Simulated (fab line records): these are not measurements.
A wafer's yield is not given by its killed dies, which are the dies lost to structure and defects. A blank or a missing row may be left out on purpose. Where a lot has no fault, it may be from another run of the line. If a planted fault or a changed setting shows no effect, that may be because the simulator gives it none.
Matching of chambers :: flow nandHarc :: 4 sister chambers for NHARC_A_SGD_CUT_DESCUM_14 on rieDiel-06
The step chemistry O2, time 3 s. 4 wafers are shown with their chamber, then 6 later ones without.

## WAFERS WITH THEIR CHAMBER
wafer: L257.2
chamber: 0
drypumpMotorCurrentA (A): 5.3

wafer: L259.3
chamber: 2
drypumpMotorCurrentA (A): 5.0

wafer: L259.4
chamber: 3
drypumpMotorCurrentA (A): 5.8

wafer: L259.6
chamber: 1
drypumpMotorCurrentA (A): 5.6

## WAFERS WITH NO CHAMBER GIVEN
wafer: L265.2
drypumpMotorCurrentA (A): 5.3

wafer: L265.5
drypumpMotorCurrentA (A): 5.6

wafer: L265.6
drypumpMotorCurrentA (A): 5.0

wafer: L267.1
drypumpMotorCurrentA (A): 5.7

wafer: L267.5
drypumpMotorCurrentA (A): 5.6

wafer: L267.6
drypumpMotorCurrentA (A): 5.3

## WHICH CHAMBER EACH WENT THROUGH
wafer: L265.2
from the rows above: 0
in truth: 0

wafer: L265.5
from the rows above: 1
in truth: 1

wafer: L265.6
from the rows above: 2
in truth: 2

wafer: L267.1
from the rows above: can't be placed: 3 or 1
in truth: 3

wafer: L267.5
from the rows above: 1
in truth: 1

wafer: L267.6
from the rows above: 0
in truth: 0
5 of 6 placed correctly. From these rows, 1 cannot be placed; in 1 the true chamber is one of the candidates. Wrongly placed: 0.
How it was worked out, from the rows above alone: a wafer's distance from a chamber is the root of the sum, over the readings, of the square of ((its reading less the chamber's mean) divided by the reading's scatter). The wafer belongs to the nearest chamber; if the next one is less than 2 further off, it can't be placed. The mean given for a chamber averages the wafers shown for that chamber. The scatter: root of mean squared gap, hidden wafer to nearest shown wafer, with one shown wafer a chamber.
